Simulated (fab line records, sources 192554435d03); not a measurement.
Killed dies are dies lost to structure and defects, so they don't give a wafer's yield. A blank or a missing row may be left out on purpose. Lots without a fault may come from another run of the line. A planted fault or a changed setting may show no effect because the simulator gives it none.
Which tool did it? | flow n5_finfet | 10 lots, 29 wafers sampled, at 5 steps of a route of 1938

WHAT THE GAUGES READ, wafer by wafer
The record holds no reading of a measuring or inspecting step that can be judged against a usual standard deviation.

WHICH TOOL RAN EACH LOT (tool, then ch and the chambers of the sampled wafers, then the start)
lot  | N5_FIN_SAQP_HM_OPEN_73            | N5_FIN_SAQP_STRIP_55              | N5_FIN_SAQP_SPACER1_ALD_24       | N5_FIN_SAQP_ETCH_57               | N5_PASSIVATION_PROBE_49
L857 | rie_diel-03 ch 0,2,3, day 1 22:15 | rie_diel-01 ch 0,2,3, day 1 22:36 | ald_sin-01 ch 0,1,3, day 1 23:19 | rie_diel-01 ch 0,1,3, day 2 00:16 | prober-02, day 11 11:57
L859 | rie_diel-03 ch 0,1, day 2 10:04   | rie_diel-01 ch 0,1, day 2 10:16   | ald_sin-01 ch 0,1, day 2 10:58   | rie_diel-01 ch 0,2,3, day 2 11:56 | prober-01, day 11 23:28
L863 | rie_diel-01 ch 0,1,3, day 3 12:58 | rie_diel-03 ch 1,2,3, day 3 13:11 | ald_sin-01 ch 0,1,2, day 3 13:56 | rie_diel-03 ch 0,2,3, day 3 15:08 | prober-01, day 12 21:43
L865 | rie_diel-01 ch 1,3, day 3 22:50   | rie_diel-01 ch 2,3, day 3 23:04   | ald_sin-01 ch 1,3, day 3 23:49   | rie_diel-03 ch 0,2, day 4 01:05   | prober-01, day 14 03:17
L866 | rie_diel-05 ch 0,1,2, day 4 06:23 | rie_diel-05 ch 0,1, day 4 06:34   | ald_sin-03 ch 0,1,3, day 4 07:17 | rie_diel-05 ch 1,2, day 4 08:14   | prober-02, day 14 05:03
L869 | rie_diel-01 ch 2,3, day 4 22:16   | rie_diel-03 ch 0,1,2, day 4 22:29 | ald_sin-03 ch 1,2,3, day 4 23:12 | rie_diel-03 ch 0,1,3, day 5 00:10 | prober-01, day 15 00:18
L871 | rie_diel-03 ch 0,2, day 5 16:19   | rie_diel-03 ch 0,1,3, day 5 16:29 | ald_sin-01 ch 2,3, day 5 17:12   | rie_diel-05 ch 0,2, day 5 18:10   | prober-02, day 15 13:44
L874 | rie_diel-05 ch 3, day 6 04:06     | rie_diel-01 ch 0,2, day 6 04:21   | ald_sin-03 ch 1,3, day 6 05:05   | rie_diel-05 ch 1,3, day 6 06:09   | prober-01, day 16 04:32
L878 | rie_diel-05 ch 2,3, day 7 03:47   | rie_diel-03 ch 0,2,3, day 7 03:59 | ald_sin-02 ch 0,3, day 7 04:41   | rie_diel-05 ch 0,2,3, day 7 05:43 | prober-01, day 16 21:22
L879 | rie_diel-05 ch 1,2, day 7 09:43   | rie_diel-05 ch 1,2,3, day 7 09:54 | ald_sin-02 ch 0,2,3, day 7 10:37 | rie_diel-05 ch 0,1, day 7 11:35   | prober-02, day 17 13:53
- N5_FIN_SAQP_HM_OPEN_73: chemistry CHF3/O2, target SiO2, stops on a-Si, target depth 12 nm, time 16.8 s.
- N5_FIN_SAQP_STRIP_55: strips in N2/H2.
- N5_FIN_SAQP_SPACER1_ALD_24: deposits SiO2, target thk 20.3 nm, pulse time 1 s, purge time 2 s.
- N5_FIN_SAQP_ETCH_57: etches SiNx in CH3F/O2, target depth 32.5 nm, time 46.4 s.
- N5_PASSIVATION_PROBE_49

WHAT THE TOOLS THEMSELVES READ (means of the sampled wafers that have a number; where no wafer has one, the mark that the record gives instead)
N5_FIN_SAQP_HM_OPEN_73. Usual: drypump_motor_current_A 5.6 A, standard deviation 0.44; oes_f_703_au 0.77 a.u., standard deviation 0.071; oes_o_777_au 0.77 a.u., standard deviation 0.071; oes_product_au 0.46 a.u., standard deviation 0.04; rf_vpp_V 519 V, standard deviation 9.4; showerhead_plenum_p_Torr 2.38 Torr, standard deviation 0.081; throttle_valve_pct 18.81 %, standard deviation 0.21.
lot  | tool        | drypump_motor_current_A (A) | oes_f_703_au (a.u.) | oes_o_777_au (a.u.) | oes_product_au (a.u.) | rf_vpp_V (V) | showerhead_plenum_p_Torr (Torr) | throttle_valve_pct (%) | flag
L857 | rie_diel-03 | 5.2                         | 0.78                | 0.78                | 0.46                  | 517          | 2.48                            | 18.84                  |
L859 | rie_diel-03 | 5.8                         | 0.88                | 0.89                | 0.52                  | 531          | 2.55                            | 18.97                  |
L863 | rie_diel-01 | 5.5                         | 0.73                | 0.73                | 0.44                  | 515          | 2.37                            | 18.99                  |
L865 | rie_diel-01 | 5.6                         | 0.76                | 0.76                | 0.46                  | 517          | 2.35                            | 18.89                  |
L866 | rie_diel-05 | 5.4                         | 0.75                | 0.75                | 0.45                  | 521          | 2.32                            | 18.69                  |
L869 | rie_diel-01 | 5.9                         | 0.74                | 0.74                | 0.45                  | 520          | 2.38                            | 18.80                  |
L871 | rie_diel-03 | 5.1                         | 0.73                | 0.72                | 0.44                  | 528          | 2.50                            | 19.05                  |
L874 | rie_diel-05 | 5.8                         | 0.73                | 0.73                | 0.44                  | 516          | 2.40                            | 18.78                  |
L878 | rie_diel-05 | 5.6                         | 0.70                | 0.70                | 0.43                  | 520          | 2.37                            | 18.75                  |
L879 | rie_diel-05 | 5.2                         | 0.69                | 0.69                | 0.43                  | 529          | 2.34                            | 18.79                  |

N5_FIN_SAQP_STRIP_55. Usual: drypump_motor_current_A 5.6 A, standard deviation 0.55; oes_product_au 0.77 a.u., standard deviation 0.071; rf_vpp_V 121.7 V, standard deviation 1.5; showerhead_plenum_p_Torr 3.37 Torr, standard deviation 0.13; throttle_valve_pct 18.9 %, standard deviation 0.46.
lot  | tool        | drypump_motor_current_A (A) | oes_product_au (a.u.) | rf_vpp_V (V) | showerhead_plenum_p_Torr (Torr) | throttle_valve_pct (%) | flag
L857 | rie_diel-01 | 5.8                         | 0.76                  | 121.7        | 3.30                            | 18.7                   |
L859 | rie_diel-01 | 5.5                         | 0.74                  | 122.2        | 3.29                            | 19.1                   |
L863 | rie_diel-03 | 5.8                         | 0.81                  | 122.8        | 3.48                            | 19.1                   |
L865 | rie_diel-01 | 5.9                         | 0.74                  | 121.0        | 3.30                            | 18.5                   |
L866 | rie_diel-05 | 5.6                         | 0.78                  | 120.2        | 3.20                            | 18.5                   |
L869 | rie_diel-03 | 5.7                         | 0.77                  | 120.7        | 3.51                            | 19.2                   |
L871 | rie_diel-03 | 5.4                         | 0.78                  | 121.4        | 3.47                            | 19.2                   |
L874 | rie_diel-01 | 5.9                         | 0.89                  | 123.2        | 3.28                            | 18.8                   |
L878 | rie_diel-03 | 5.2                         | 0.72                  | 121.0        | 3.44                            | 18.9                   |
L879 | rie_diel-05 | 5.4                         | 0.71                  | 121.1        | 3.31                            | 19.1                   |

N5_FIN_SAQP_SPACER1_ALD_24. Usual: heater_power_w 461 W, standard deviation 57; precursor_pulse_height_rel 1.002, standard deviation 0.021.
lot  | tool       | heater_power_w (W) | precursor_pulse_height_rel | flag
L857 | ald_sin-01 | 470                | 1.011                      |
L859 | ald_sin-01 | 475                | 1.012                      |
L863 | ald_sin-01 | 496                | 0.989                      |
L865 | ald_sin-01 | 452                | 0.989                      |
L866 | ald_sin-03 | 449                | 0.990                      |
L869 | ald_sin-03 | 436                | 0.999                      |
L871 | ald_sin-01 | 452                | 1.018                      |
L874 | ald_sin-03 | 463                | 0.993                      |
L878 | ald_sin-02 | 443                | 1.029                      |
L879 | ald_sin-02 | 491                | 0.997                      |

N5_FIN_SAQP_ETCH_57. Usual: drypump_motor_current_A 5.6 A, standard deviation 0.51; etch_rf_on_time_s 46.5 s, standard deviation 1.1; oes_f_703_au 0.77 a.u., standard deviation 0.068; oes_o_777_au 0.77 a.u., standard deviation 0.073; oes_product_au 0.65 a.u., standard deviation 0.057; rf_vpp_V 295 V, standard deviation 5.9; showerhead_plenum_p_Torr 2.00 Torr, standard deviation 0.085; throttle_valve_pct 16.35 %, standard deviation 0.22.
lot  | tool        | drypump_motor_current_A (A) | etch_rf_on_time_s (s) | oes_f_703_au (a.u.) | oes_o_777_au (a.u.) | oes_product_au (a.u.) | rf_vpp_V (V) | showerhead_plenum_p_Torr (Torr) | throttle_valve_pct (%) | flag
L857 | rie_diel-01 | 5.5                         | 45.6                  | 0.74                | 0.74                | 0.63                  | 293          | 1.97                            | 16.50                  |
L859 | rie_diel-01 | 5.8                         | 45.5                  | 0.76                | 0.76                | 0.65                  | 295          | 1.98                            | 16.43                  |
L863 | rie_diel-03 | 5.2                         | 47.2                  | 0.76                | 0.77                | 0.63                  | 293          | 2.06                            | 16.38                  |
L865 | rie_diel-03 | 5.5                         | 47.7                  | 0.75                | 0.75                | 0.62                  | 296          | 2.08                            | 16.38                  |
L866 | rie_diel-05 | 5.2                         | 46.7                  | 0.70                | 0.70                | 0.61                  | 299          | 1.95                            | 16.26                  |
L869 | rie_diel-03 | 5.4                         | 45.8                  | 0.80                | 0.80                | 0.68                  | 297          | 2.07                            | 16.46                  |
L871 | rie_diel-05 | 5.3                         | 47.2                  | 0.71                | 0.72                | 0.61                  | 297          | 1.89                            | 16.10                  |
L874 | rie_diel-05 | 5.7                         | 66.1                  | 0.73                | 0.73                | 0.55                  | 296          | 2.00                            | 16.42                  | OFF
L878 | rie_diel-05 | 5.5                         | 59.8                  | 0.73                | 0.73                | 0.56                  | 293          | 1.91                            | 16.17                  | OFF
L879 | rie_diel-05 | 5.5                         | 58.3                  | 0.76                | 0.75                | 0.58                  | 295          | 1.95                            | 16.37                  | OFF

N5_PASSIVATION_PROBE_49. Usual: killed_at_M0_to_M3 34, standard deviation 8.9; killed_at_M4_up 13, standard deviation 5; killed_at_contacts 12, standard deviation 7; killed_at_front_end 38, standard deviation 11; killed_at_other 3.2, standard deviation 2.9; killed_dies 99, standard deviation 16; killed_on_rim 13, standard deviation 4; killed_open 65, standard deviation 13; killed_short 32, standard deviation 7.6.
lot  | tool      | killed_at_M0_to_M3 | killed_at_M4_up | killed_at_contacts | killed_at_front_end | killed_at_other | killed_dies | killed_on_rim | killed_open | killed_short | flag
L857 | prober-02 | 44                 | 16              | 8                  | 36                  | 1.7             | 105         | 14            | 67          | 33           |
L859 | prober-01 | 28                 | 18              | 14                 | 37                  | 1.7             | 99          | 13            | 70          | 29           |
L863 | prober-01 | 43                 | 19              | 6                  | 32                  | 7.7             | 108         | 15            | 71          | 36           |
L865 | prober-01 | 28                 | 14              | 15                 | 53                  | 5.3             | 115         | 15            | 81          | 34           |
L866 | prober-02 | 27                 | 11              | 10                 | 40                  | 6.7             | 94          | 13            | 59          | 35           |
L869 | prober-01 | 32                 | 9               | 8                  | 33                  | 6.7             | 89          | 14            | 54          | 30           |
L871 | prober-02 | 36                 | 8               | 5                  | 34                  | 2.0             | 86          | 10            | 57          | 29           |
L874 | prober-01 | 31                 | 10              | 6                  | 28                  | 0.0             | 74          | 10            | 50          | 21           |
L878 | prober-01 | 32                 | 18              | 9                  | 35                  | 0.7             | 95          | 10            | 61          | 32           |
L879 | prober-02 | 30                 | 10              | 8                  | 36                  | 1.0             | 85          | 10            | 50          | 33           |

THE ANSWER, worked out from the rows above alone
Rule: a lot is off if the mean of its wafers that have a number lies more than 3 standard deviations from the usual mean. A lot without any number at a reading at which 4 lots or more have one is off too. The other lots that the step has rows for count as sound. The gauges are gone through in route order, then the tools' own readings, and for those a lot's mean is taken as printed above. The first step at which some lot is off is used, and at that step the reading that is off furthest; a lot without a number counts as furthest.
Off: L874, L878, L879, at N5_FIN_SAQP_ETCH_57 (etch_rf_on_time_s).
A tool fits if, at that step or a process step before it, it ran every lot that is off, and no sound lot after the first of them. One fits: rie_diel-05 at N5_FIN_SAQP_HM_OPEN_73 and N5_FIN_SAQP_ETCH_57. At N5_FIN_SAQP_HM_OPEN_73 its last sound lot is L866 (day 4 06:23), its first lot that is off L874 (day 6 04:06): a fault that began between those two fits.

WHAT THE SIMULATOR HAD PUT IN
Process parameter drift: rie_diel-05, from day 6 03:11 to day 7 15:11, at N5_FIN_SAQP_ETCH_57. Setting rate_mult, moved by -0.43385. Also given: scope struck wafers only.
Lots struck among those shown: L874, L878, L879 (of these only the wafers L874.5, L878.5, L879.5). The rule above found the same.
